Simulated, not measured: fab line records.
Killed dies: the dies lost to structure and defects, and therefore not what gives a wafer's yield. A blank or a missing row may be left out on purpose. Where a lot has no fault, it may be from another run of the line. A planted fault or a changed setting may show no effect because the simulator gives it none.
fab line records | flow n5-finfet | part 1 of 2: steps 1 to 4 of 6
[record] lots = 24 wafers = 72 last-day = 18
route steps=1938 shown FIN_SAQP@94 FIN_CUT@169 STI_FIN_REVEAL@189
lots that met no fault: from a run of the same line without faults
start-h: the number of hours between the record's first day and the start of the first shown wafer of the lot | wait-h: hours elapsed since this lot's preceding step | " as in the row above | L1.1+2: several wafers, shown together as one row | - either no value or no given start | * or withheld: withheld | < > ~ a bound
route shown NAME@n: names a module that has steps shown in the file, with the first one's number in the route | usual: the fault-free wafers' mean and standard deviation | same: alike in all rows | chamber/n: place in a boat | sites: the reading at each site | _std_site: standard deviation of those values | _edge_site: inner sites' mean taken away from outer sites' mean | radius-mm: for every site, how far away it sits from the centre of the wafer | mask NAME#n: copy n | behind: the most recent tool/chamber to have shaped the wafer | hold: why the lot was held/for how many hours/how that ended | device: transistor that didn't switch, given as n, p or np | end of line: the route-end tests of the same wafers | a step with no rows: only its recipe | killed: count of dies lost to structure and defects at first sort (not the wafer's yield) | map: a wafer's dies, x killed, . not, _ none there
set.NAME: setting as actually run; set.NAME@STEP: the setting as run at that earlier step | model.NAME: the simulator's own value behind a step, which no gauge read
a sample of lots followed through the steps of the route, with each step as a table and each wafer as a row
services: a tool's chamber out of use, with start hour (start-h, from the record's first day; less than 0 if before it), hours out, and reason
[[steps]]
[step N5_FIN_SAQP_ALD_61]
[recipe] material = SiO2 target-thk-a = 40 temp-c = 300 ald-precursor-family = BDEAS ald-co-reactant = O2-plasma pulse-time-s = 1 purge-time-s = 2 co-reactant-purge-time-s = 2 ald-cycles = 43 pressure-torr = 2
[usual] chamber-pressure-Torr = 2.000/0.0039 heater-power-w = 481/45 precursor-pulse-height-rel = 0.999/0.02
// columns lot.wafer tool chamber start-h wait-h chamber-pressure-Torr heater-power-w precursor-pulse-height-rel
L074.3 ald-sin-04 3 20.07 0.0 1.994 517 1.004
L074.5 " 3 " " 2.010 495 0.985
L074.6 " 1 " " 1.997 454 1.039
L075.2 ald-sin-04 1 28.08 1.2 1.997 460 0.984
L075.5 " 1 " " 1.998 461 1.005
L075.6 " 3 " " 2.001 509 0.994
L076.1 ald-sin-01 2 32.14 0.0 2.004 549 0.972
L076.4 " 2 " " 2.003 533 1.033
L076.6 " 1 " " 1.996 497 0.995
L077.2 ald-sin-04 2 38.69 0.0 2.001 430 0.991
L077.3 " 1 " " 1.998 453 1.019
L077.4 " 0 " " 1.999 464 0.992
L078.3 ald-sin-03 0 45.14 1.1 2.003 490 1.036
L078.4 " 2 " " 2.005 500 0.996
L078.6 " 2 " " 2.004 496 0.995
L079.1 ald-sin-04 2 50.89 0.0 2.002 428 0.986
L079.4 " 0 " " 2.002 475 0.957
L079.6 " 2 " " 1.989 432 1.015
L080.1 ald-sin-03 3 56.77 0.0 1.999 517 1.005
L080.2 " 2 " " 1.998 486 1.000
L080.3 " 1 " " 1.998 400 0.989
L081.2 ald-sin-03 1 62.85 0.0 1.999 403 1.003
L081.4 " 0 " " 2.003 485 1.023
L081.6 " 2 " " 1.999 496 0.972
L082.2 ald-sin-03 0 70.95 0.6 1.998 484 1.004
L082.3 " 3 " " 2.003 527 0.998
L082.6 " 2 " " 2.004 507 1.001
L083.1 ald-sin-04 1 75.33 0.0 2.003 454 0.982
L083.3 " 2 " " 1.995 429 1.007
L083.6 " 3 " " 1.996 498 0.974
L084.1 ald-sin-01 1 80.11 0.2 2.000 507 0.976
L084.2 " 3 " " 2.001 437 1.012
L084.5 " 1 " " 2.006 499 0.964
L085.4 ald-sin-03 2 89.61 2.1 2.002 502 0.965
L085.5 " 0 " " 2.004 493 1.022
L085.6 " 1 " " 1.998 400 0.967
L086.2 ald-sin-03 2 96.07 3.5 2.000 486 0.969
L086.4 " 3 " " 2.004 531 1.007
L086.6 " 0 " " 2.009 492 1.015
L087.1 ald-sin-01 3 101.08 0.0 1.996 412 1.005
L087.2 " 2 " " 1.995 523 1.039
L087.3 " 1 " " 1.993 499 1.006
L088.1 ald-sin-04 0 104.86 0.0 1.991 458 1.054
L088.2 " 1 " " 1.999 463 0.981
L088.3 " 2 " " 2.000 426 1.012
L089.1 ald-sin-01 2 110.71 0.3 2.009 543 0.985
L089.3 " 0 " " 1.995 562 1.028
L089.4 " 1 " " 1.999 490 0.998
L090.2 ald-sin-03 1 116.33 0.0 2.003 417 0.967
L090.3 " 3 " " 2.001 520 1.003
L090.5 " 1 " " 1.998 412 0.999
L091.3 ald-sin-03 0 122.50 0.0 2.001 509 1.013
L091.4 " 1 " " 1.995 409 0.993
L091.6 " 1 " " 1.994 411 1.003
L092.2 ald-sin-04 0 129.08 0.0 2.000 462 0.993
L092.4 " 3 " " 2.002 506 1.029
L092.6 " 2 " " 2.006 435 0.981
L093.1 ald-sin-03 0 135.15 0.0 2.000 490 1.005
L093.4 " 1 " " 2.003 414 1.023
L093.6 " 1 " " 1.999 420 0.996
L094.1 ald-sin-03 2 140.57 0.0 2.000 509 1.007
L094.2 " 3 " " 2.007 529 1.011
L094.3 " 0 " " 2.005 482 1.007
L095.3 ald-sin-04 2 147.80 0.5 2.001 426 0.998
L095.5 " 0 " " 1.999 469 1.012
L095.6 " 1 " " 2.003 458 0.992
L096.2 ald-sin-03 0 152.09 0.0 1.996 490 0.959
L096.3 " 1 " " 2.007 408 1.000
L096.5 " 1 " " 2.005 415 0.976
L097.2 ald-sin-01 0 158.05 0.0 2.003 565 0.988
L097.4 " 3 " " 2.000 415 1.015
L097.5 " 1 " " 1.999 493 0.986
[step N5_FIN_SAQP_HM_DEP_03]
[recipe] material = SiNx target-thk-a = 380 temp-c = 400 precursor = SiH4/NH3/N2 pressure-torr = 1.5 rf-w = 300 time-s = 33.6
[usual] chamber-pressure-Torr = 1.500/0.0036 heater-power-w = 827/110 showerhead-plenum-p-Torr = 5.17/0.052 throttle-valve-pct = 40.0/2.1
[same] time-s = 33.6
// columns lot.wafer tool chamber start-h wait-h chamber-pressure-Torr heater-power-w showerhead-plenum-p-Torr throttle-valve-pct
L074.3 pecvd-04 0 20.51 0.2 1.502 877 5.22 43.9
L074.5 " 1 " " 1.495 943 5.09 41.9
L074.6 " 0 " " 1.507 862 5.21 43.8
L075.2 pecvd-04 2 28.50 0.2 1.506 766 5.18 39.2
L075.5 " 0 " " 1.502 795 5.21 43.6
L075.6 " 1 " " 1.500 1004 5.09 41.8
L076.1 pecvd-01 0 32.56 0.2 1.497 915 5.12 38.1
L076.4 " 2 " " 1.499 643 5.17 36.8
L076.6 " 1 " " 1.495 896 5.19 41.3
L077.2 pecvd-04 2 39.15 0.2 1.501 793 5.19 39.3
L077.3 " 1 " " 1.495 895 5.10 41.6
L077.4 " 0 " " 1.498 832 5.20 43.6
L078.3 pecvd-04 2 45.60 0.2 1.504 701 5.19 39.3
L078.4 " 0 " " 1.499 767 5.21 43.8
L078.6 " 2 " " 1.503 708 5.18 39.6
L079.1 pecvd-01 0 51.42 0.2 1.503 1055 5.12 38.5
L079.4 " 2 " " 1.502 684 5.17 36.9
L079.6 " 0 " " 1.504 1045 5.12 38.4
L080.1 pecvd-04 1 57.39 0.2 1.497 847 5.09 41.9
L080.2 " 2 " " 1.504 762 5.19 39.6
L080.3 " 0 " " 1.505 778 5.21 43.7
L081.2 pecvd-01 0 63.44 0.2 1.498 1090 5.12 38.0
L081.4 " 2 " " 1.498 749 5.17 36.6
L081.6 " 0 " " 1.499 1068 5.13 38.3
L082.2 pecvd-03 2 71.38 0.2 1.495 859 5.22 37.7
L082.3 " 1 " " 1.506 670 5.10 39.1
L082.6 " 0 " " 1.499 789 5.24 39.4
L083.1 pecvd-01 0 75.75 0.2 1.503 938 5.13 38.1
L083.3 " 2 " " 1.506 744 5.19 37.1
L083.6 " 1 " " 1.503 917 5.20 41.3
L084.1 pecvd-03 0 80.52 0.2 1.503 796 5.24 39.6
L084.2 " 2 " " 1.503 895 5.21 37.5
L084.5 " 0 " " 1.499 795 5.24 40.0
L085.4 pecvd-04 1 90.05 0.1 1.497 947 5.10 41.8
L085.5 " 0 " " 1.501 835 5.23 43.9
L085.6 " 2 " " 1.501 672 5.19 39.7
L086.2 pecvd-01 0 96.48 0.2 1.495 1111 5.12 38.2
L086.4 " 1 " " 1.502 797 5.20 41.4
L086.6 " 0 " " 1.498 1114 5.12 38.3
L087.1 pecvd-04 2 101.50 0.2 1.500 771 5.19 39.5
L087.2 " 0 " " 1.501 833 5.21 43.9
L087.3 " 1 " " 1.499 940 5.10 41.6
L088.1 pecvd-03 1 105.28 0.2 1.501 791 5.09 39.3
L088.2 " 2 " " 1.497 769 5.21 38.0
L088.3 " 0 " " 1.503 810 5.24 39.8
L089.1 pecvd-03 2 111.13 0.2 1.507 911 5.22 37.9
L089.3 " 1 " " 1.500 714 5.10 39.2
L089.4 " 1 " " 1.502 716 5.09 39.0
L090.2 pecvd-01 0 116.75 0.2 1.498 1022 5.13 38.2
L090.3 " 1 " " 1.499 905 5.20 41.3
L090.5 " 2 " " 1.502 738 5.16 37.3
L091.3 pecvd-03 1 122.91 0.1 1.496 783 5.09 39.2
L091.4 " 2 " " 1.499 888 5.21 37.7
L091.6 " 1 " " 1.497 778 5.10 38.7
L092.2 pecvd-03 1 129.51 0.2 1.499 785 5.12 39.3
L092.4 " 2 " " 1.509 897 5.21 37.8
L092.6 " 0 " " 1.501 817 5.25 40.0
L093.1 pecvd-03 0 135.57 0.2 1.502 684 5.24 40.1
L093.4 " 1 " " 1.500 742 5.10 39.1
L093.6 " 0 " " 1.505 701 5.23 40.1
L094.1 pecvd-04 0 140.99 0.2 1.497 756 5.23 43.9
L094.2 " 2 " " 1.502 774 5.18 40.0
L094.3 " 1 " " 1.496 922 5.09 41.8
L095.3 pecvd-04 0 148.22 0.1 1.501 723 5.21 43.8
L095.5 " 1 " " 1.505 998 5.09 41.6
L095.6 " 0 " " 1.494 707 5.22 43.7
L096.2 pecvd-03 0 152.51 0.2 1.502 815 5.24 40.2
L096.3 " 0 " " 1.499 821 5.26 40.2
L096.5 " 0 " " 1.503 798 5.24 40.2
L097.2 pecvd-01 1 158.47 0.2 1.498 803 5.18 41.3
L097.4 " 1 " " 1.495 842 5.20 41.7
L097.5 " 0 " " 1.499 1073 5.12 38.4
[step N5_FIN_SAQP_PECVD_06]
[recipe] material = a-Si target-thk-a = 600 temp-c = 400 precursor = SiH4/He pressure-torr = 3 rf-w = 100 time-s = 48.1
[usual] chamber-pressure-Torr = 3.001/0.0068 heater-power-w = 909/120 showerhead-plenum-p-Torr = 5.69/0.035 throttle-valve-pct = 18.1/0.92
[same] time-s = 48.1
// columns lot.wafer tool chamber start-h wait-h chamber-pressure-Torr heater-power-w showerhead-plenum-p-Torr throttle-valve-pct
L074.3 pecvd-03 2 20.72 0.0 3.001 955 5.71 17.2
L074.5 " 0 " " 3.015 810 5.75 18.1
L074.6 " 1 " " 2.996 740 5.64 18.0
L075.2 pecvd-01 1 28.70 0.0 2.998 946 5.71 19.0
L075.5 " 0 " " 3.014 1109 5.66 17.5
L075.6 " 1 " " 2.999 954 5.71 19.0
L076.1 pecvd-03 1 32.77 0.0 3.013 793 5.64 17.9
L076.4 " 1 " " 2.992 776 5.62 17.4
L076.6 " 0 " " 3.002 745 5.75 18.2
L077.2 pecvd-01 1 39.36 0.0 2.991 815 5.69 19.0
L077.3 " 0 " " 3.008 1122 5.66 17.3
L077.4 " 1 " " 2.989 846 5.71 18.5
L078.3 pecvd-01 2 45.81 0.0 3.006 834 5.68 16.7
L078.4 " 1 " " 3.009 900 5.70 18.9
L078.6 " 0 " " 2.999 1140 5.66 17.5
L079.1 pecvd-01 2 51.63 0.0 3.002 734 5.70 16.6
L079.4 " 2 " " 2.994 724 5.69 17.1
L079.6 " 1 " " 2.999 926 5.71 19.2
L080.1 pecvd-01 1 57.59 0.0 2.999 876 5.70 18.9
L080.2 " 2 " " 2.997 806 5.69 16.8
L080.3 " 0 " " 2.996 1088 5.65 17.2
L081.2 pecvd-01 0 63.64 0.0 2.989 1066 5.65 17.2
L081.4 " 2 " " 3.004 751 5.68 16.9
L081.6 " 1 " " 3.003 929 5.70 19.0
L082.2 pecvd-01 1 71.59 0.0 3.010 946 5.71 18.7
L082.3 " 0 " " 3.006 1140 5.65 17.3
L082.6 " 1 " " 3.001 948 5.73 18.8
L083.1 pecvd-04 0 75.95 0.0 3.006 925 5.72 19.8
L083.3 " 1 " " 3.005 965 5.64 19.1
L083.6 " 2 " " 3.002 804 5.71 18.1
L084.1 pecvd-04 0 80.73 0.0 2.998 852 5.71 19.9
L084.2 " 1 " " 3.000 935 5.62 19.1
L084.5 " 1 " " 3.012 920 5.64 18.9
L085.4 pecvd-03 0 90.26 0.0 2.993 766 5.73 18.0
L085.5 " 2 " " 3.006 884 5.72 17.3
L085.6 " 1 " " 2.996 742 5.63 17.9
L086.2 pecvd-04 2 96.69 0.0 2.996 816 5.71 18.3
L086.4 " 0 " " 3.002 911 5.73 19.9
L086.6 " 2 " " 3.010 825 5.69 17.9
L087.1 pecvd-01 1 101.70 0.0 3.006 961 5.71 18.9
L087.2 " 0 " " 3.003 1060 5.67 17.5
L087.3 " 2 " " 2.999 806 5.69 17.2
L088.1 pecvd-04 1 105.52 0.0 2.996 979 5.64 18.9
L088.2 " 2 " " 2.996 844 5.70 18.0
L088.3 " 2 " " 2.989 838 5.70 17.7
L089.1 pecvd-03 2 111.33 0.0 3.001 873 5.72 17.3
L089.3 " 0 " " 3.002 876 5.75 18.2
L089.4 " 0 " " 3.010 860 5.75 18.0
L090.2 pecvd-04 2 116.96 0.0 3.006 829 5.70 18.2
L090.3 " 1 " " 2.992 930 5.63 18.8
L090.5 " 1 " " 3.013 935 5.62 19.3
L091.3 pecvd-01 0 123.12 0.0 3.005 1166 5.65 17.7
L091.4 " 0 " " 3.004 1165 5.66 17.7
L091.6 " 1 " " 2.991 814 5.70 19.4
L092.2 pecvd-03 1 129.71 0.0 3.006 834 5.64 18.2
L092.4 " 2 " " 2.993 954 5.72 17.3
L092.6 " 0 " " 2.998 878 5.73 18.1
L093.1 pecvd-04 0 135.78 0.0 3.007 930 5.73 19.9
L093.4 " 1 " " 2.997 1021 5.64 19.1
L093.6 " 2 " " 2.992 774 5.69 17.9
L094.1 pecvd-01 1 141.19 0.0 3.008 873 5.72 18.8
L094.2 " 0 " " 3.008 1084 5.65 17.4
L094.3 " 2 " " 3.007 766 5.68 16.9
L095.3 pecvd-01 2 148.42 0.0 2.998 795 5.68 16.9
L095.5 " 1 " " 2.994 924 5.70 18.6
L095.6 " 0 " " 2.989 1158 5.65 17.4
L096.2 pecvd-04 2 152.74 0.0 2.988 898 5.70 18.2
L096.3 " 0 " " 3.001 932 5.72 19.7
L096.5 " 0 " " 3.001 767 5.71 19.8
L097.2 pecvd-04 2 158.67 0.0 3.000 871 5.71 17.7
L097.4 " 0 " " 2.989 923 5.73 19.9
L097.5 " 1 " " 3.006 1048 5.63 19.0
[step N5_FIN_CUT_ETCH_21]
[recipe] chemistry = N2/H2 target = SOC target-depth-a = 2190 overetch-a = 438 mask-material = SiARC temp-c = 40 ion-energy-ev = 100 bias-w = 61 time-s = 523.5 pressure-mtorr = 30 source-w = 850 n2-flow-sccm = 200 h2-flow-sccm = 200
[usual] drypump-motor-current-A = 5.7/0.4 oes-product-au = 0.69/0.041 rf-vpp-V = 240.8/1.4 showerhead-plenum-p-Torr = 2.55/0.093 temp-c = 40.01/0.11 throttle-valve-pct = 18.00/0.26
[same] time-s = 523.5
// columns lot.wafer tool chamber start-h wait-h drypump-motor-current-A oes-product-au rf-hours-counter-h rf-vpp-V showerhead-plenum-p-Torr temp-c throttle-valve-pct
L074.3 rie-diel-06 1 28.69 0.0 6.5 0.62 247 241.4 2.41 40.05 18.18
L074.5 " 2 " " 5.7 0.67 - 239.7 2.50 39.83 18.14
L074.6 " 3 " " 5.9 0.75 - 240.6 2.37 40.27 17.51
L075.2 rie-diel-01 1 34.41 0.0 5.5 0.66 206 241.8 2.60 40.07 18.03
L075.5 " 3 " " 5.4 0.74 - 241.0 2.60 40.08 18.37
L075.6 " 2 " " 5.4 0.70 - 242.2 2.66 40.20 17.89
L076.1 rie-diel-01 2 39.64 0.0 5.4 0.71 140 240.5 2.66 39.96 17.90
L076.4 " 3 " " 5.4 0.74 94 240.9 2.60 39.96 18.38
L076.6 " 2 " " 5.4 0.71 - 241.7 2.66 40.02 17.91
L077.2 rie-diel-01 0 46.96 0.0 5.5 0.68 183 240.4 2.54 40.09 18.04
L077.3 " 2 " " 5.4 0.71 144 241.4 2.66 40.05 17.89
L077.4 " 1 " " 5.5 0.66 210 241.3 2.60 40.08 18.02
L078.3 rie-diel-01 3 52.21 0.0 5.4 0.74 99 240.5 2.60 40.21 18.39
L078.4 " 2 " " 5.4 0.70 146 242.4 2.66 40.05 17.91
L078.6 " 3 " " 5.4 0.74 - 240.7 2.60 40.10 18.38
L079.1 rie-diel-06 0 57.92 0.0 6.5 0.71 150 239.7 2.45 39.90 17.51
L079.4 " 0 " " 6.6 0.71 - 239.5 2.45 39.88 17.51
L079.6 " 3 " " 5.9 0.74 - 238.4 2.37 39.81 17.53
L080.1 rie-diel-03 0 62.94 0.0 5.8 0.73 118 241.9 2.66 40.02 18.09
L080.2 " 2 " " 6.2 0.67 166 239.8 2.64 39.98 17.84
L080.3 " 1 " " 6.8 0.66 167 239.1 2.42 39.93 17.99
L081.2 rie-diel-01 3 70.75 0.0 5.4 0.73 104 241.4 2.60 39.96 18.41
L081.4 " 2 " " 5.4 0.70 151 242.3 2.66 40.06 17.92
L081.6 " 0 " " 5.5 0.67 - 240.0 2.54 39.89 18.05
L082.2 rie-diel-01 2 77.61 0.0 5.4 0.70 153 241.4 2.66 40.22 17.94
L082.3 " 1 " " 5.5 0.67 219 241.5 2.59 40.00 18.04
L082.6 " 0 " " 5.5 0.67 - 239.3 2.54 40.21 18.07
L083.1 rie-diel-01 0 82.02 0.0 5.5 0.67 194 241.7 2.54 40.31 18.06
L083.3 " 2 " " 5.4 0.69 154 243.8 2.65 39.97 17.92
L083.6 " 2 " " 5.4 0.70 - 242.5 2.65 39.95 17.93
L084.1 rie-diel-01 0 88.51 0.0 5.5 0.67 196 240.0 2.54 39.99 18.07
L084.2 " 3 " " 5.4 0.73 110 241.3 2.60 39.95 18.41
L084.5 " 1 " " 5.5 0.66 - 241.3 2.59 39.90 18.04
L085.4 rie-diel-03 2 102.24 0.0 6.2 0.65 176 242.0 2.64 39.84 17.87
L085.5 " 1 " " 6.8 0.65 - 240.7 2.42 40.08 18.00
L085.6 " 0 " " 5.8 0.71 - 242.2 2.66 39.95 18.11
L086.2 rie-diel-06 1 103.69 0.0 6.5 0.86 13 243.5 2.72 40.21 17.75
L086.4 " 0 " " 6.5 0.70 162 239.6 2.44 39.81 17.52
L086.6 " 2 " " 5.6 0.66 - 240.7 2.49 39.97 18.18
L087.1 rie-diel-01 0 107.09 0.0 5.5 0.67 199 242.1 2.53 40.07 18.08
L087.2 " 2 " " 5.4 0.68 163 243.1 2.65 39.84 17.94
L087.3 " 1 " " 5.5 0.65 229 242.3 2.59 39.98 18.05
L088.1 rie-diel-01 3 111.41 0.0 5.4 0.72 118 239.9 2.59 39.89 18.41
L088.2 " 0 " " 5.5 0.66 200 240.5 2.53 40.06 18.07
L088.3 " 1 " " 5.5 0.65 230 242.0 2.59 40.13 18.05
L089.1 rie-diel-03 0 116.70 0.0 5.8 0.71 134 242.3 2.66 39.91 18.12
L089.3 " 3 " " 5.8 0.74 90 238.9 2.48 40.00 17.57
L089.4 " 2 " " 6.2 0.65 181 242.4 2.63 40.12 17.87
L090.2 rie-diel-01 1 122.44 0.0 5.5 0.65 233 242.3 2.59 40.00 18.07
L090.3 " 3 " " 5.4 0.72 121 240.7 2.59 39.80 18.43
L090.5 " 1 " " 5.5 0.65 - 241.9 2.59 40.08 18.07
L091.3 rie-diel-01 0 128.76 0.0 5.5 0.66 204 239.7 2.53 39.96 18.09
L091.4 " 3 " " 5.4 0.72 - 240.5 2.59 39.99 18.43
L091.6 " 1 " " 5.5 0.64 - 241.6 2.59 40.02 18.06
L092.2 rie-diel-03 1 135.60 0.0 6.8 0.65 188 238.8 2.41 40.00 18.02
L092.4 " 2 " " 6.2 0.64 186 241.9 2.63 40.03 17.87
L092.6 " 1 " " 6.8 0.65 - 239.0 2.42 39.99 18.02
L093.1 rie-diel-06 2 141.92 0.0 5.6 0.65 234 240.1 2.48 39.78 18.21
L093.4 " 3 " " 5.9 0.72 115 237.9 2.36 39.92 17.57
L093.6 " 3 " " 5.9 0.72 - 237.8 2.35 39.96 17.58
L094.1 rie-diel-06 1 148.91 0.0 6.5 0.82 27 241.8 2.71 40.02 17.78
L094.2 " 3 " " 5.9 0.71 117 238.0 2.35 40.13 17.59
L094.3 " 0 " " 6.5 0.69 175 239.2 2.44 40.07 17.54
L095.3 rie-diel-01 1 154.75 0.0 5.5 0.65 245 240.9 2.58 40.03 18.08
L095.5 " 2 " " 5.4 0.68 - 241.2 2.65 39.91 17.97
L095.6 " 1 " " 5.5 0.65 - 240.6 2.58 40.15 18.08
L096.2 rie-diel-06 3 158.54 0.0 5.9 0.72 119 237.6 2.35 39.95 17.59
L096.3 " 0 " " 6.6 0.69 178 238.8 2.44 40.03 17.55
L096.5 " 2 " " 5.7 0.65 - 240.7 2.48 40.16 18.21
L097.2 rie-diel-01 1 164.22 0.0 5.5 0.64 248 241.9 2.58 40.01 18.09
L097.4 " 3 " " 5.4 0.71 134 242.8 2.58 40.16 18.44
L097.5 " 0 " " 5.5 0.65 - 240.3 2.53 39.95 18.09
